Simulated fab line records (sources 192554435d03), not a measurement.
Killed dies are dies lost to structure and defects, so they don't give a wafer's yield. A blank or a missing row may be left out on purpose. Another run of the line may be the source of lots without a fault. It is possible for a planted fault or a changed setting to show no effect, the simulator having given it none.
Matching of chambers	flow n5Finfet	N5_ILD0_LINER_00 on aldSin-01 has 4 sister chambers
The step material SiNx, target thk 4 nm, pulse time 1 s, purge time 2 s. 4 wafers are shown with their chamber, then 7 later ones without.

WAFERS PAIRED WITH THEIR CHAMBERS
wafer	chamber	heaterPowerOuterW (W)
L563.6	2	534
L568.6	1	479
L575.2	3	405
L575.5	0	604

WAFERS WHOSE CHAMBER IS MISSING
wafer	heaterPowerOuterW (W)
L575.6	406
L577.2	604
L577.3	525
L577.5	418
L581.3	477
L581.5	496
L581.6	434

WHICH CHAMBER EACH WENT THROUGH
wafer	from the rows above	in truth
L575.6	3	3
L577.2	0	0
L577.3	2	2
L577.5	3	3
L581.3	1	1
L581.5	can't be placed: 1 or 2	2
L581.6	can't be placed: 3 or 1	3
Correctly placed: 5 of 7. Can't be placed from these rows: 2 (the true chamber is among the candidates in 2). Wrongly placed: 0.
How it was worked out, from the rows above alone: a wafer's distance from a chamber is the root of the sum, over the readings, of the square of ((its reading less the chamber's mean) divided by the reading's scatter). If the next closest chamber is less than 2 further off than the closest, the wafer can't be placed; otherwise it belongs to the closest. For every chamber, the mean is computed from those of its wafers that are shown. The scatter (one wafer shown for each chamber): square how far every hidden wafer sits from the nearest shown wafer, average those squares and take the square root.
